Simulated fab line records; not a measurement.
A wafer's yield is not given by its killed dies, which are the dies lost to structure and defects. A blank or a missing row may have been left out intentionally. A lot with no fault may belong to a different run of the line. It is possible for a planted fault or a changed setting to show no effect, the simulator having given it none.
Lot-split experiment ; flow n5Finfet ; 21 wafers read from 7 lots, route of 1938 steps

## ON THE SPLIT
At N5_BEOL_M5_COAT_22 (resist thk 30 nm), the setting spinRpm was moved away from the recipe's 1500 rpm on 8 of the 21 wafers read, by -10.7% to +4.9%. The other wafers ran this setting at the recipe's value.

Reading taken at the split's own step.

## THE READING
CAR-EUV_of_BEOL_M5_COAT_22.thkNm (the simulator's own value, which no gauge read), in nm, at N5_BEOL_M5_COAT_22 (resist thk 30 nm). The file does not state a usual value for it. The 13 wafers here that ran the recipe average 30.0 nm, standard deviation 0.095 nm.

wafer;tool, chamber at the split;spinRpm as run, rpm;against the recipe;CAR-EUV_of_BEOL_M5_COAT_22.thkNm, nm;against lot-mates on the recipe
L074.3;lithoTrack-01, 0;1573;+4.9%;29.4;-0.8
L074.6;lithoTrack-01, 0;1573;+4.9%;29.4;-0.8
L074.4;lithoTrack-01, 0;1500;recipe;30.2;-
L075.1;lithoTrack-02, 0;1500;recipe;30.2;-
L075.3;lithoTrack-02, 0;1500;recipe;30;-
L075.4;lithoTrack-02, 0;1500;recipe;30;-
L077.1;lithoTrack-01, 0;1500;recipe;30;-
L077.3;lithoTrack-01, 0;1432;-4.5%;30.6;+0.6
L077.6;lithoTrack-01, 0;1432;-4.5%;30.6;+0.6
L085.2;lithoTrack-01, 0;1500;recipe;30;-
L085.3;lithoTrack-01, 0;1500;recipe;30;-
L085.4;lithoTrack-01, 0;1500;recipe;30;-
L086.2;lithoTrack-02, 0;1339;-10.7%;31.8;+1.8
L086.3;lithoTrack-02, 0;1339;-10.7%;31.8;+1.8
L086.5;lithoTrack-02, 0;1500;recipe;30;-
L089.1;lithoTrack-02, 0;1500;recipe;30;-
L089.4;lithoTrack-02, 0;1500;recipe;30;-
L089.6;lithoTrack-02, 0;1500;recipe;30;-
L093.1;lithoTrack-02, 0;1420;-5.3%;30.8;+1.0
L093.6;lithoTrack-02, 0;1420;-5.3%;30.8;+1.0
L093.5;lithoTrack-02, 0;1500;recipe;29.8;-

THE FIT
A straight line over all 21 wafers: CAR-EUV_of_BEOL_M5_COAT_22.thkNm changes by -0.153 nm for each +1% of spinRpm; r = -0.99; the points scatter about the line by 0.11 nm.
The same after taking each lot's own level away (the mean of its wafers on the recipe; 21 wafers): -0.167 nm for each +1%; r = -0.99; scatter 0.073 nm.
On that fit, the largest move of spinRpm shifts the reading by 1.8 nm.
From 29.80 to 30.20 nm: that is the span of the lots' own levels, equal to 4.2 times the standard deviation above.
The two slopes are in agreement: the lot-to-lot level therefore moves the slope only a little.
Check: +1.78 nm against its lot-mates is what the line predicts for one of the wafers moved furthest among these (-10.7%) when that wafer is left out of the fit. Against them it came out at +1.8 nm.

## ADDITIONAL SPLITS CARRIED BY THESE WAFERS
These wafers also went through other splits before the reading. Each is held against what the fit with the lots' levels taken away leaves over:
other split on the same wafers;wafers away from the commonest value;r with CAR-EUV_of_BEOL_M5_COAT_22.thkNm (lot level and that fit taken away)
N5_BEOL_M1_COAT_76 spinRpm;6;+0.47
N5_BEOL_M2_DESCUM_16 timeS;7;-0.17
N5_BEOL_M2_COAT_67 spinRpm;8;+0.00
N5_BEOL_M3_ILD_DEP_00 timeS;9;+0.10
N5_BEOL_M3_EXPOSE_08 doseMj;8;+0.35
N5_BEOL_M4_COAT_68 spinRpm;6;+0.30
N5_BEOL_M4_COAT_76 spinRpm;1;-0.01

## FILE'S OWN FIT
CAR-EUV_of_BEOL_M5_COAT_22.thkNm changes by -0.166 nm for each +1% of spinRpm, r = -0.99.
